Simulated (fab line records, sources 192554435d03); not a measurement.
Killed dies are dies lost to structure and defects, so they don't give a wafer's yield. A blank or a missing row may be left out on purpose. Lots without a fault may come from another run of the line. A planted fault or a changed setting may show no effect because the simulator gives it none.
Chamber matching | flow n5_finfet | N5_HKMG_FIN_CVD_62 on thermal_cvd_si-01: 3 sister chambers
The step deposits a-Si from Si2H6, target thk 3 nm, time 20.8 s. 22 wafers are shown with their chamber, then 11 later ones without.

WAFERS WITH THEIR CHAMBER
wafer  | chamber | heater_power_w (W) | chamber_pressure_Torr (Torr)
L076.3 | 0       | 1338               | 0.9951
L076.4 | 0       | 1331               | 1.0011
L076.6 | 1       | 1206               | 1.0024
L078.1 | 0       | 1364               | 1.0020
L078.3 | 1       | 1172               | 0.9988
L078.5 | 0       | 1362               | 0.9982
L080.1 | 2       | 1176               | 1.0043
L080.2 | 0       | 1367               | 1.0039
L080.4 | 1       | 1160               | 0.9986
L083.3 | 2       | 1221               | 1.0015
L083.5 | 1       | 1141               | 1.0001
L083.6 | 0       | 1336               | 0.9992
L084.3 | 0       | 1348               | 1.0000
L084.4 | 1       | 1164               | 1.0018
L084.5 | 2       | 1199               | 1.0010
L086.2 | 0       | 1370               | 0.9993
L086.3 | 1       | 1218               | 1.0019
L086.5 | 0       | 1373               | 0.9999
L088.3 | 2       | 1201               | 1.0019
L088.4 | 2       | 1202               | 0.9993
L088.6 | 0       | 1338               | 0.9989
L090.3 | 2       | 1173               | 1.0048

SIGNATURES (means of the wafers above)
reading               | chamber 0 | chamber 1 | chamber 2 | scatter within a chamber
heater_power_w        | 1352.70   | 1176.83   | 1195.33   | 20.8
chamber_pressure_Torr | 0.999760  | 1.000600  | 1.002133  | 0.00211
Rule: a wafer's distance from a chamber is the root of the sum, over the readings, of the square of ((its reading less the chamber's mean) divided by the reading's scatter). The wafer belongs to the nearest chamber; if the next one is less than 2 further off, it can't be placed. The scatter: the root of (the sum of the squares of (reading less its chamber's mean) over the shown wafers, divided by (wafers less chambers)).

WAFERS WITHOUT THEIR CHAMBER
wafer  | heater_power_w (W) | chamber_pressure_Torr (Torr)
L090.4 | 1151               | 0.9993
L090.5 | 1208               | 1.0048
L092.1 | 1154               | 0.9969
L092.2 | 1362               | 0.9976
L092.3 | 1176               | 0.9982
L094.2 | 1188               | 0.9996
L094.4 | 1345               | 1.0008
L094.5 | 1223               | 1.0026
L096.2 | 1139               | 0.9972
L096.3 | 1374               | 1.0011
L096.4 | 1173               | 1.0037

WHICH CHAMBER EACH WENT THROUGH
wafer  | from the rows above     | in truth
L090.4 | can't be placed: 1 or 2 | 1
L090.5 | can't be placed: 2 or 1 | 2
L092.1 | can't be placed: 1 or 2 | 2
L092.2 | 0                       | 0
L092.3 | can't be placed: 1 or 2 | 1
L094.2 | can't be placed: 1 or 2 | 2
L094.4 | 0                       | 0
L094.5 | can't be placed: 2 or 1 | 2
L096.2 | can't be placed: 1 or 2 | 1
L096.3 | 0                       | 0
L096.4 | can't be placed: 2 or 1 | 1
Placed correctly: 3 of 11. Can't be placed from these rows: 8 (the true chamber is among the candidates in 8). Placed wrongly: 0.
